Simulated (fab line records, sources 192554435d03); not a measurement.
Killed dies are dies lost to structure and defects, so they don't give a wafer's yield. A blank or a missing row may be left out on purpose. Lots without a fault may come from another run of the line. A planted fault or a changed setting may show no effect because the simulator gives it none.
Chamber matching | flow n5_finfet | N5_BEOL_M0_DEP_125 on pecvd-04: 3 sister chambers
The step deposits SiCN from 3MS/NH3, target thk 8 nm, time 14 s. 3 wafers are shown with their chamber, then 7 later ones without.

WAFERS WITH THEIR CHAMBER
wafer  | chamber | throttle_valve_pct (%)
L087.6 | 2       | 10.7
L088.1 | 1       | 8.9
L088.2 | 0       | 9.3

WAFERS WITHOUT THEIR CHAMBER
wafer  | throttle_valve_pct (%)
L088.3 | 9.4
L092.1 | 9.1
L092.4 | 9.2
L092.5 | 9.3
L095.3 | 9.0
L095.5 | 8.1
L095.6 | 9.4

WHICH CHAMBER EACH WENT THROUGH
wafer  | from the rows above     | in truth
L088.3 | can't be placed: 0 or 1 | 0
L092.1 | can't be placed: 1 or 0 | 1
L092.4 | can't be placed: 0 or 1 | 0
L092.5 | can't be placed: 0 or 1 | 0
L095.3 | can't be placed: 1 or 0 | 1
L095.5 | can't be placed: 1 or 0 | 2
L095.6 | can't be placed: 0 or 1 | 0
Placed correctly: 0 of 7. Can't be placed from these rows: 7 (the true chamber is among the candidates in 6). Placed wrongly: 0.
How it was worked out, from the rows above alone: a wafer's distance from a chamber is the root of the sum, over the readings, of the square of ((its reading less the chamber's mean) divided by the reading's scatter). The wafer belongs to the nearest chamber; if the next one is less than 2 further off, it can't be placed. A chamber's mean is the mean of its shown wafers. The scatter: with one shown wafer a chamber, the root of the mean of the squares of how far each hidden wafer lies from its nearest shown one.
